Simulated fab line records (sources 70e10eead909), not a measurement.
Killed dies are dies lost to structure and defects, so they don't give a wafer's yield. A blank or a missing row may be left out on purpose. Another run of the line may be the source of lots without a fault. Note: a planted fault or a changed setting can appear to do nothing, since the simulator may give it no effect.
Matching of chambers + flow nand-harc + NHARC_A_WL_FILL_CMP_12 on cmp-02 has 4 sister chambers
The step polishes, t overpolish 30 s, target thk 75 nm. 8 wafers are shown with their chamber, then 11 later ones without.

EACH WAFER AND ITS CHAMBER
| wafer  | chamber | motor-current-A (A) | overpolish-run-s (s) |
|--------|---------|---------------------|----------------------|
| L083.5 | 0       | 12.7                | 30.017               |
| L087.1 | 2       | 10.4                | 30.011               |
| L087.2 | 1       | 11.9                | 29.991               |
| L087.4 | 0       | 13.0                | 29.992               |
| L088.1 | 2       | 9.9                 | 29.984               |
| L088.3 | 1       | 12.5                | 29.996               |
| L088.4 | 3       | 13.5                | 29.996               |
| L089.3 | 3       | 13.8                | 30.014               |

WAFERS WHOSE CHAMBER IS MISSING
| wafer  | motor-current-A (A) | overpolish-run-s (s) |
|--------|---------------------|----------------------|
| L089.4 | 13.2                | 29.985               |
| L089.5 | 12.8                | 29.996               |
| L094.1 | 12.4                | 30.002               |
| L094.2 | 12.1                | 30.005               |
| L094.3 | 14.5                | 29.998               |
| L094.4 | 10.0                | 30.026               |
| L094.5 | 14.3                | 29.993               |
| L094.6 | 9.9                 | 30.002               |
| L097.1 | 12.8                | 29.992               |
| L097.4 | 13.1                | 30.001               |
| L097.5 | 9.9                 | 30.017               |

EACH ONE'S CHAMBER
| wafer  | from the rows above          | in truth |
|--------|------------------------------|----------|
| L089.4 | can't be placed: 0 or 3 or 1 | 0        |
| L089.5 | can't be placed: 0 or 1      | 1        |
| L094.1 | can't be placed: 1 or 0      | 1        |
| L094.2 | can't be placed: 1 or 0      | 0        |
| L094.3 | 3                            | 3        |
| L094.4 | 2                            | 2        |
| L094.5 | 3                            | 3        |
| L094.6 | 2                            | 2        |
| L097.1 | can't be placed: 0 or 1 or 3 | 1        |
| L097.4 | can't be placed: 0 or 3      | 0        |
| L097.5 | 2                            | 2        |
Correctly placed: 5 of 11. From these rows, 6 cannot be placed; in 6 the true chamber is one of the candidates. Placed wrongly: 0.
How it was worked out, from the rows above alone: a wafer's distance from a chamber is the root of the sum, over the readings, of the square of ((its reading less the chamber's mean) divided by the reading's scatter). If the next closest chamber is less than 2 further off than the closest, the wafer can't be placed; otherwise it belongs to the closest. A chamber's mean is the mean of its shown wafers. How the scatter is found: for the shown wafers, subtract from each reading the mean of its chamber, square and add these, divide the total by (wafers less chambers), then take the root.
